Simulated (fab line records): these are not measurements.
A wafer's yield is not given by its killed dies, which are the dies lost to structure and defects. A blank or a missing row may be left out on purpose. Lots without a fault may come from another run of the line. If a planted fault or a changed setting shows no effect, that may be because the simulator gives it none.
Which tool did it? ; flow nand harc ; 15 lots with 45 wafers sampled at 4 steps, on a route of 1159 steps

== WHAT THE GAUGES READ, wafer by wafer ==
NHARC_P_STI_CD_MEAS_09: the cd target is 200 nm.
lot;measured;on;cd nm (nm)
L413;day 2 16:00;cd sem-03;199.0 199.4 199.9
L414;day 2 15:50;cd sem-01;201.1 200.8 200.4
L415;day 3 01:08;cd sem-03;199.0 199.3 198.3
L417;day 3 12:30;cd sem-03;197.5 198.6 200.5
L420;day 4 07:33;cd sem-01;203.0 202.1 203.4
L423;day 4 22:11;cd sem-01;202.4 201.2 199.7
L424;day 5 07:20;cd sem-01;- - -
L425;day 5 10:56;cd sem-01;- - -
L426;day 5 17:00;cd sem-03;- - -
L429;day 6 10:43;cd sem-02;198.3 198.0 197.7
L430;day 6 19:55;cd sem-03;201.7 201.9 201.3
L431;day 6 20:05;cd sem-01;200.4 201.2 204.1
L433;day 7 12:17;cd sem-01;200.1 198.6 201.9
L434;day 7 18:45;cd sem-02;200.5 199.3 198.7
L435;day 7 23:10;cd sem-02;198.5 197.0 198.9

NHARC_P_STI_OVL_MEAS_10.
lot;measured;on;overlay x nm (nm);overlay y nm (nm)
L413;day 2 16:05;overlay-02;-4 -4 -4;-4 -4 -4
L414;day 2 15:55;overlay-02;-1 -1 -2;5 6 6
L415;day 3 01:13;overlay-02;2 2 2;1 1 1
L417;day 3 12:35;overlay-02;7 7 8;-2 -2 -2
L420;day 4 07:38;overlay-01;-6 -5 -5;-4 -4 -4
L423;day 4 22:17;overlay-01;-4 -4 -4;-16 -17 -16
L424;day 5 07:25;overlay-02;- - -;- - -
L425;day 5 11:01;overlay-01;- - -;- - -
L426;day 5 17:05;overlay-02;- - -;- - -
L429;day 6 10:48;overlay-01;4 4 4;-4 -3 -3
L430;day 6 20:00;overlay-01;0 1 1;-5 -6 -6
L431;day 6 20:10;overlay-02;4 4 4;5 6 5
L433;day 7 12:22;overlay-02;6 6 6;-8 -7 -7
L434;day 7 18:50;overlay-02;-19 -19 -19;11 11 11
L435;day 7 23:14;overlay-01;2 2 3;7 7 7

== EACH LOT AND THE TOOL THAT RAN IT (in order: tool; ch and the chambers of the sampled wafers; start) ==
lot;NHARC_P_ZERO_WELL_ETCH_65;NHARC_P_STI_EXPOSE_06
L413;rie diel-10 ch 0,1,2, day 1 13:22;krf scanner-01 ch 0, day 2 15:51
L414;rie diel-05 ch 1,2, day 1 19:22;krf scanner-04 ch 0, day 2 15:41
L415;rie diel-05 ch 0,1,2, day 2 01:29;krf scanner-04 ch 0, day 3 00:59
L417;rie diel-10 ch 0,1,2, day 2 13:31;krf scanner-02 ch 0, day 3 12:21
L420;rie diel-05 ch 0,1,3, day 3 07:29;krf scanner-01 ch 0, day 4 07:23
L423;rie diel-06 ch 0,1,3, day 4 01:29;krf scanner-01 ch 0, day 4 22:02
L424;rie diel-05 ch 0,1, day 4 07:28;krf scanner-04, day 5 07:11
L425;rie diel-05 ch 0,2, day 4 13:22;krf scanner-04, day 5 10:47
L426;rie diel-06 ch 1,2,3, day 4 19:37;krf scanner-04, day 5 16:51
L429;rie diel-10 ch 1,2, day 5 13:29;krf scanner-02 ch 0, day 6 10:34
L430;rie diel-10 ch 2,3, day 5 19:29;krf scanner-04 ch 0, day 6 19:46
L431;rie diel-05 ch 0,2,3, day 6 01:30;krf scanner-02 ch 0, day 6 19:56
L433;rie diel-06 ch 0,2,3, day 6 13:40;krf scanner-02 ch 0, day 7 12:07
L434;rie diel-05 ch 0,3, day 6 19:30;krf scanner-01 ch 0, day 7 18:37
L435;rie diel-05 ch 1,2,3, day 7 01:29;krf scanner-04 ch 0, day 7 23:01
- NHARC_P_ZERO_WELL_ETCH_65: etches the open film in N2/H2, target depth 80 nm, overetch 24 nm, time 87.88 s.
- NHARC_P_STI_EXPOSE_06: exposes mask P STI, target cd 200 nm.

== AS READ BY THE TOOLS THEMSELVES (means over the sampled wafers that have a number; for cases with no such wafer, the mark the record gives instead) ==
NHARC_P_ZERO_WELL_ETCH_65.
lot;tool;chamber pressure mTorr (mTorr);drypump motor current A (A);h2 flow sccm (sccm);oes product au (a.u.);rf vpp V (V);showerhead plenum p Torr (Torr);throttle valve pct (%)
L413;rie diel-10;29.985;5.4;149.9;0.995;430.2;2.04;14.173
L414;rie diel-05;29.972;5.9;149.7;1.006;432.5;2.09;14.181
L415;rie diel-05;30.009;5.7;150.3;1.018;431.8;2.08;14.167
L417;rie diel-10;30.007;5.3;149.9;0.990;430.6;2.04;14.176
L420;rie diel-05;30.001;6.0;150.0;1.004;432.5;2.08;14.167
L423;rie diel-06;30.033;6.0;150.1;0.999;430.1;2.05;14.165
L424;rie diel-05;29.981;6.0;150.3;1.007;429.7;2.03;14.175
L425;rie diel-05;30.022;5.5;149.4;1.012;431.4;2.07;14.174
L426;rie diel-06;30.016;5.7;150.1;1.004;429.6;2.01;14.172
L429;rie diel-10;29.989;5.2;149.8;0.990;430.1;2.04;14.171
L430;rie diel-10;29.994;5.7;150.0;0.995;429.5;2.00;14.162
L431;rie diel-05;29.987;5.7;150.2;1.008;432.6;2.12;14.174
L433;rie diel-06;30.005;6.3;149.9;1.001;430.3;2.02;14.167
L434;rie diel-05;29.990;5.8;150.3;1.003;431.7;2.06;14.177
L435;rie diel-05;29.977;5.9;149.8;0.998;433.8;2.13;14.167

NHARC_P_STI_EXPOSE_06.
lot;tool;exposure dose mJ cm2;focus offset nm (nm)
L413;krf scanner-01;37.73;0.4
L414;krf scanner-04;37.65;0.1
L415;krf scanner-04;37.61;1.2
L417;krf scanner-02;37.65;0.0
L420;krf scanner-01;37.75;0.6
L423;krf scanner-01;37.68;0.2
L424;krf scanner-04;-;-
L425;krf scanner-04;-;-
L426;krf scanner-04;-;-
L429;krf scanner-02;37.60;-0.5
L430;krf scanner-04;37.61;0.9
L431;krf scanner-02;37.65;0.2
L433;krf scanner-02;37.66;0.2
L434;krf scanner-01;37.68;0.0
L435;krf scanner-04;37.65;0.2

== THE ANSWER, worked out from the rows above alone ==
Rule: usual is defined by the lots themselves. Put in order of their means at a reading, lots are off if they are a third of the lots or fewer, leave a main group of 4 or more, and stand apart from it by a gap of 3 or more times the standard deviation of the main group's means; of several such gaps the widest counts. The tables above print the reading to a certain number of digits; a main group whose means all agree to those digits is not used. A lot without any number at a reading at which 4 lots or more have one is off too. Any other lot the step has rows for is counted as sound. Order of review: gauges by route order, followed by the tools' own readings, for which a lot's mean as printed above is used. At the first step where some lot is off, the reading lying furthest off is the one used; lots without a number count as furthest.
Off: L424, L425, L426 (NHARC_P_STI_CD_MEAS_09, cd nm). Without a number there: L424, L425, L426. For the main group the mean is 200.1 nm and the standard deviation 1.5.
A tool fits if, at a process step before that reading, it ran every lot that is off, and no sound lot after the first of them. Not tried: the gauges at NHARC_P_STI_CD_MEAS_09; whatever is off there is also off at NHARC_P_STI_OVL_MEAS_10, on other tools, and gauge error can't account for it. No candidate that was tried fits.

== WHAT THE SIMULATOR HAD PUT IN ==
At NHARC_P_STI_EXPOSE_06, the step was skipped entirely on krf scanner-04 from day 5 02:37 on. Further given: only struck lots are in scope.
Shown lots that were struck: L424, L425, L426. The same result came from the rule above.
